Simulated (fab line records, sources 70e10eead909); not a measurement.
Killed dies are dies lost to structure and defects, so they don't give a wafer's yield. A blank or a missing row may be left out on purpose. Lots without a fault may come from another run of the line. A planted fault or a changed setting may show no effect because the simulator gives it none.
Which tool did it? | flow nand_harc | 12 lots, 35 wafers sampled, at 5 steps of a route of 1159

WHAT THE GAUGES READ, wafer by wafer
NHARC_P_STI_CD_MEAS_09: target cd 200 nm.
lot  | measured    | on        | cd_nm (nm)
L907 | day 2 11:35 | cd_sem-02 | 199.3 199.9 203.4
L908 | day 2 17:46 | cd_sem-01 | 199.8 196.6 199.7
L910 | day 3 04:07 | cd_sem-03 | 200.4 198.4 198.6
L911 | day 3 13:58 | cd_sem-01 | 201.2 201.1 199.5
L912 | day 3 14:07 | cd_sem-02 | 204.5 202.8 197.9
L918 | day 5 04:54 | cd_sem-03 | 204.1 201.5
L920 | day 5 17:01 | cd_sem-02 | 198.7 205.5 201.3
L921 | day 5 22:56 | cd_sem-03 | 203.3 201.9 198.4
L924 | day 6 17:50 | cd_sem-03 | 202.2 197.6 198.6
L925 | day 6 23:06 | cd_sem-03 | 200.7 202.9 204.3
L928 | day 7 17:58 | cd_sem-01 | 200.7 199.7 204.9
L930 | day 8 06:08 | cd_sem-03 | 198.3 198.7 202.1

NHARC_END_SORT_01.
lot  | measured     | on        | killed_at_array | killed_at_other | killed_at_periphery | killed_dies | killed_open | killed_short
L924 | day 24 03:04 | prober-01 | 50 48 46        | 3 1 0           | 7 8 5               | 60 57 51    | 3 7 3       | 2 1 0

WHICH TOOL RAN EACH LOT (tool, then ch and the chambers of the sampled wafers, then the start)
lot  | NHARC_P_ZERO_WELL_ETCH_65         | NHARC_P_STI_SOFTBAKE_04          | NHARC_P_STI_ETCH_31
L907 | rie_diel-03 ch 1,2, day 1 13:29   | litho_track-02 ch 0, day 2 11:00 | rie_diel-08 ch 0,1,2, no start
L908 | rie_diel-13 ch 1,2, day 1 19:29   | litho_track-07 ch 0, day 2 17:00 | rie_diel-09 ch 0,1,2, no start
L910 | rie_diel-13 ch 1,2, day 2 07:29   | litho_track-02 ch 0, day 3 03:00 | rie_diel-11 ch 1,2,3, no start
L911 | rie_diel-03 ch 0,2, day 2 13:29   | litho_track-05 ch 0, day 3 13:00 | rie_diel-09 ch 0,1, no start
L912 | rie_diel-13 ch 1,3, day 2 19:23   | litho_track-02 ch 0, day 3 13:00 | rie_diel-11 ch 0,1,3, no start
L918 | rie_diel-03 ch 1,3, day 4 07:29   | litho_track-05 ch 0, day 5 04:00 | rie_diel-08 ch 1,2, no start
L920 | rie_diel-13 ch 0,3, day 4 19:32   | litho_track-05 ch 0, day 5 16:00 | rie_diel-11 ch 0,2,3, no start
L921 | rie_diel-03 ch 0,2,3, day 5 01:29 | litho_track-02 ch 0, day 5 22:00 | rie_diel-09 ch 1,2,3, no start
L924 | rie_diel-13 ch 1,2,3, day 5 19:29 | litho_track-07 ch 0, day 6 17:00 | rie_diel-09 ch 0,1,3, day 24 03:04 or earlier
L925 | rie_diel-05 ch 2,3, day 6 01:34   | litho_track-07 ch 0, day 6 22:00 | rie_diel-08 ch 0,2,3, no start
L928 | rie_diel-03 ch 1,2, day 6 19:23   | litho_track-07 ch 0, day 7 17:00 | rie_diel-09 ch 1,3, no start
L930 | rie_diel-03 ch 0,2,3, day 7 07:25 | litho_track-05 ch 0, day 8 05:00 | rie_diel-11 ch 0,1,3, no start
- NHARC_P_ZERO_WELL_ETCH_65: etches the open film in N2/H2, target depth 80 nm, overetch 24 nm, time 87.88 s.
- NHARC_P_STI_SOFTBAKE_04: time 70 s.
- NHARC_P_STI_ETCH_31: etches the open film in CF4/CHF3, target depth 108.9 nm, time 54.5 s.

WHAT THE TOOLS THEMSELVES READ (means of the sampled wafers that have a number; where no wafer has one, the mark that the record gives instead)
NHARC_P_ZERO_WELL_ETCH_65.
lot  | tool        | chamber_pressure_mTorr (mTorr) | drypump_motor_current_A (A) | oes_product_au (a.u.) | rf_vpp_V (V) | showerhead_plenum_p_Torr (Torr) | throttle_valve_pct (%)
L907 | rie_diel-03 | 29.985                         | 5.7                         | 1.002                 | 431.4        | 2.07                            | 14.169
L908 | rie_diel-13 | 29.978                         | 5.2                         | 0.994                 | 429.4        | 2.00                            | 14.170
L910 | rie_diel-13 | 30.011                         | 5.6                         | 0.998                 | 430.2        | 2.02                            | 14.163
L911 | rie_diel-03 | 30.011                         | 5.3                         | 1.008                 | 428.4        | 1.95                            | 14.161
L912 | rie_diel-13 | 29.985                         | 5.8                         | 0.998                 | 430.7        | 2.08                            | 14.170
L918 | rie_diel-03 | 29.978                         | 5.3                         | 0.989                 | 430.9        | 2.07                            | 14.168
L920 | rie_diel-13 | 30.020                         | 5.8                         | 1.004                 | 433.0        | 2.10                            | 14.172
L921 | rie_diel-03 | 29.999                         | 5.1                         | 0.987                 | 428.3        | 1.97                            | 14.166
L924 | rie_diel-13 | 29.970                         | 5.5                         | 0.996                 | 429.7        | 2.03                            | 14.176
L925 | rie_diel-05 | 30.025                         | 5.7                         | 1.006                 | 431.5        | 2.06                            | 14.165
L928 | rie_diel-03 | 29.979                         | 5.7                         | 0.992                 | 431.2        | 2.07                            | 14.175
L930 | rie_diel-03 | 29.975                         | 5.1                         | 0.978                 | 428.1        | 1.97                            | 14.170

NHARC_P_STI_SOFTBAKE_04.
lot  | tool           | heater_power_total_W (W) | resist_line_temp_C (C)
L907 | litho_track-02 | 200.0                    | 22.92
L908 | litho_track-07 | 201.7                    | 23.11
L910 | litho_track-02 | 200.5                    | 22.82
L911 | litho_track-05 | 202.1                    | 22.96
L912 | litho_track-02 | 199.9                    | 23.02
L918 | litho_track-05 | 200.6                    | 23.01
L920 | litho_track-05 | 205.5                    | 22.86
L921 | litho_track-02 | 200.9                    | 22.99
L924 | litho_track-07 | 199.5                    | 23.00
L925 | litho_track-07 | 201.7                    | 22.91
L928 | litho_track-07 | 201.1                    | 22.85
L930 | litho_track-05 | 201.2                    | 23.08

NHARC_P_STI_ETCH_31.
lot  | tool        | chamber_pressure_mTorr (mTorr) | drypump_motor_current_A (A) | oes_product_au (a.u.) | rf_vpp_V (V) | showerhead_plenum_p_Torr (Torr) | throttle_valve_pct (%)
L907 | rie_diel-08 | 24.991                         | 6.2                         | 0.968                 | 372.0        | 1.63                            | 16.790
L908 | rie_diel-09 | 25.003                         | 5.5                         | 0.969                 | 369.9        | 1.54                            | 16.804
L910 | rie_diel-11 | 25.001                         | 6.1                         | 0.955                 | 368.4        | 1.52                            | 16.812
L911 | rie_diel-09 | 25.009                         | 5.4                         | 0.978                 | 368.9        | 1.52                            | 16.802
L912 | rie_diel-11 | 25.000                         | 6.3                         | 0.971                 | 370.3        | 1.57                            | 16.797
L918 | rie_diel-08 | 25.023                         | 6.3                         | 0.968                 | 372.3        | 1.63                            | 16.797
L920 | rie_diel-11 | 25.020                         | 6.3                         | 0.971                 | 370.1        | 1.56                            | 16.797
L921 | rie_diel-09 | 25.004                         | 5.3                         | 0.972                 | 368.9        | 1.52                            | 16.805
L924 | rie_diel-09 | 25.023                         | 5.3                         | 0.915                 | 369.3        | 1.50                            | 16.802
L925 | rie_diel-08 | 24.990                         | 6.2                         | 0.970                 | 372.3        | 1.63                            | 16.808
L928 | rie_diel-09 | 25.010                         | 5.2                         | 0.941                 | 368.0        | 1.49                            | 16.801
L930 | rie_diel-11 | 25.022                         | 6.3                         | 0.965                 | 371.0        | 1.57                            | 16.805

THE ANSWER, worked out from the rows above alone
Rule: what is usual is taken from the lots themselves. Put in order of their means at a reading, lots are off if they are a third of the lots or fewer, leave a main group of 4 or more, and stand apart from it by a gap of 3 or more times the standard deviation of the main group's means; of several such gaps the widest counts. A main group whose means are all the same, to the digits that the tables above print for the reading, isn't used. A lot without any number at a reading at which 4 lots or more have one is off too. The other lots that the step has rows for count as sound. The gauges are gone through in route order, then the tools' own readings, and for those a lot's mean is taken as printed above. The first step at which some lot is off is used, and at that step the reading that is off furthest; a lot without a number counts as furthest.
Off: L920, at NHARC_P_STI_SOFTBAKE_04 (heater_power_total_W). The main group: mean 200.8 W, standard deviation 0.79.
A tool fits if, at that step or a process step before it, it ran every lot that is off, and no sound lot after the first of them. None of those tried fits.

WHAT THE SIMULATOR HAD PUT IN
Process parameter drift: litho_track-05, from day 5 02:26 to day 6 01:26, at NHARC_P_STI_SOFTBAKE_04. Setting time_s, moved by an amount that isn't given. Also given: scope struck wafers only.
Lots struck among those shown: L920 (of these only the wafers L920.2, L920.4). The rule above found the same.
